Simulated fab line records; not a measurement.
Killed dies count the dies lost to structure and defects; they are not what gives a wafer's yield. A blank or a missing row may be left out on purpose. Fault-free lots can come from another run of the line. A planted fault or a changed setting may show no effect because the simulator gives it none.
Lot-split experiment :: flow n5_finfet :: 7 lots, 21 wafers read, on a route of 1938 steps

== SPLIT DETAILS ==
At N5_BEOL_M12_ETCH_68 (etches SOC in N2/H2, time 285 s), the setting time_s was moved away from the recipe's 285 s on 8 of the 21 wafers read, by -21.3% to +17.0%. For the rest of the wafers, this setting stayed at what the recipe calls for.

The reading comes from the split's own step.

== THE READING ==
SiARC_of_BEOL_M12_COAT_66.thk_nm (the simulator's own value, which no gauge read), in nm, at N5_BEOL_M12_ETCH_68 (etches SOC in N2/H2, time 285 s). The file does not state a usual value for it. Average 85.6 nm, standard deviation 0.46 nm, over the 13 wafers here run with the recipe.

wafer: L076.1
tool, chamber at the split: rie_diel-03, 1,2
time_s as run, s: 285
against the recipe: recipe
SiARC_of_BEOL_M12_COAT_66.thk_nm, nm: 85.8
against lot-mates on the recipe: -

wafer: L076.3
tool, chamber at the split: rie_diel-03, 1,2
time_s as run, s: 285
against the recipe: recipe
SiARC_of_BEOL_M12_COAT_66.thk_nm, nm: 85.8
against lot-mates on the recipe: -

wafer: L076.6
tool, chamber at the split: rie_diel-03, 1
time_s as run, s: 285
against the recipe: recipe
SiARC_of_BEOL_M12_COAT_66.thk_nm, nm: 85.4
against lot-mates on the recipe: -

wafer: L080.2
tool, chamber at the split: rie_diel-04, 1
time_s as run, s: 285
against the recipe: recipe
SiARC_of_BEOL_M12_COAT_66.thk_nm, nm: 85.6
against lot-mates on the recipe: -

wafer: L080.4
tool, chamber at the split: rie_diel-04, 3
time_s as run, s: 285
against the recipe: recipe
SiARC_of_BEOL_M12_COAT_66.thk_nm, nm: 85.8
against lot-mates on the recipe: -

wafer: L080.6
tool, chamber at the split: rie_diel-04, 0
time_s as run, s: 333.4
against the recipe: +17.0%
SiARC_of_BEOL_M12_COAT_66.thk_nm, nm: 81.6
against lot-mates on the recipe: -4.1

wafer: L079.2
tool, chamber at the split: rie_diel-04, 2
time_s as run, s: 285
against the recipe: recipe
SiARC_of_BEOL_M12_COAT_66.thk_nm, nm: 86.2
against lot-mates on the recipe: -

wafer: L079.3
tool, chamber at the split: rie_diel-04, 3
time_s as run, s: 226
against the recipe: -20.7%
SiARC_of_BEOL_M12_COAT_66.thk_nm, nm: 91.4
against lot-mates on the recipe: +5.3

wafer: L079.5
tool, chamber at the split: rie_diel-04, 2
time_s as run, s: 285
against the recipe: recipe
SiARC_of_BEOL_M12_COAT_66.thk_nm, nm: 86
against lot-mates on the recipe: -

wafer: L084.3
tool, chamber at the split: rie_diel-03, 3
time_s as run, s: 285
against the recipe: recipe
SiARC_of_BEOL_M12_COAT_66.thk_nm, nm: 84.6
against lot-mates on the recipe: -

wafer: L084.4
tool, chamber at the split: rie_diel-03, 1
time_s as run, s: 314.2
against the recipe: +10.2%
SiARC_of_BEOL_M12_COAT_66.thk_nm, nm: 83
against lot-mates on the recipe: -1.6

wafer: L084.6
tool, chamber at the split: rie_diel-03, 2
time_s as run, s: 314.2
against the recipe: +10.2%
SiARC_of_BEOL_M12_COAT_66.thk_nm, nm: 83.2
against lot-mates on the recipe: -1.4

wafer: L088.2
tool, chamber at the split: rie_diel-04, 2
time_s as run, s: 318.2
against the recipe: +11.6%
SiARC_of_BEOL_M12_COAT_66.thk_nm, nm: 83.6
against lot-mates on the recipe: -2.6

wafer: L088.4
tool, chamber at the split: rie_diel-04, 1
time_s as run, s: 318.2
against the recipe: +11.6%
SiARC_of_BEOL_M12_COAT_66.thk_nm, nm: 83.2
against lot-mates on the recipe: -3.0

wafer: L088.6
tool, chamber at the split: rie_diel-04, 3
time_s as run, s: 285
against the recipe: recipe
SiARC_of_BEOL_M12_COAT_66.thk_nm, nm: 86.2
against lot-mates on the recipe: -

wafer: L097.1
tool, chamber at the split: rie_diel-03, 1,2
time_s as run, s: 285
against the recipe: recipe
SiARC_of_BEOL_M12_COAT_66.thk_nm, nm: 85.8
against lot-mates on the recipe: -

wafer: L097.2
tool, chamber at the split: rie_diel-03, 1,2
time_s as run, s: 285
against the recipe: recipe
SiARC_of_BEOL_M12_COAT_66.thk_nm, nm: 85.8
against lot-mates on the recipe: -

wafer: L097.6
tool, chamber at the split: rie_diel-03, 3
time_s as run, s: 285
against the recipe: recipe
SiARC_of_BEOL_M12_COAT_66.thk_nm, nm: 84.8
against lot-mates on the recipe: -

wafer: L094.1
tool, chamber at the split: rie_diel-06, 3
time_s as run, s: 224.4
against the recipe: -21.3%
SiARC_of_BEOL_M12_COAT_66.thk_nm, nm: 90.8
against lot-mates on the recipe: +5.2

wafer: L094.3
tool, chamber at the split: rie_diel-06, 2
time_s as run, s: 224.4
against the recipe: -21.3%
SiARC_of_BEOL_M12_COAT_66.thk_nm, nm: 90.6
against lot-mates on the recipe: +5.0

wafer: L094.5
tool, chamber at the split: rie_diel-06, 2
time_s as run, s: 285
against the recipe: recipe
SiARC_of_BEOL_M12_COAT_66.thk_nm, nm: 85.6
against lot-mates on the recipe: -
The file does not say which wafer passed through which chamber wherever a row lists several chambers: such a row stands for several wafers.

FIT RESULTS
A straight line over all 21 wafers: SiARC_of_BEOL_M12_COAT_66.thk_nm changes by -0.241 nm for each +1% of time_s; r = -0.98; the points scatter about the line by 0.46 nm.
The same after taking each lot's own level away (the mean of its wafers on the recipe; 21 wafers): -0.234 nm for each +1%; r = -0.99; scatter 0.37 nm.
On that fit, the largest move of time_s shifts the reading by 5 nm.
Measured against the standard deviation above, the lots' own levels, which go from 84.60 to 86.20 nm, span 3.5 times it.
The two slopes agree, so the slope changes little with the lot-to-lot level.
Check: with one of the wafers moved furthest among these (-21.3%) left out of the fit, the line predicts +5.04 nm for it against its lot-mates. Against them it came out at +5.2 nm.

== FURTHER SPLITS ON THESE WAFERS ==
Before the reading, these wafers also passed through other splits. Each is held against what the fit with the lots' levels taken away leaves over:
other split on the same wafers: N5_BEOL_M11_CURE_72 time_s
wafers away from the commonest value: 6
r with SiARC_of_BEOL_M12_COAT_66.thk_nm (lot level and that fit taken away): -0.07

== FILE'S OWN FIT ==
SiARC_of_BEOL_M12_COAT_66.thk_nm changes by -0.238 nm for each +1% of time_s, r = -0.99.
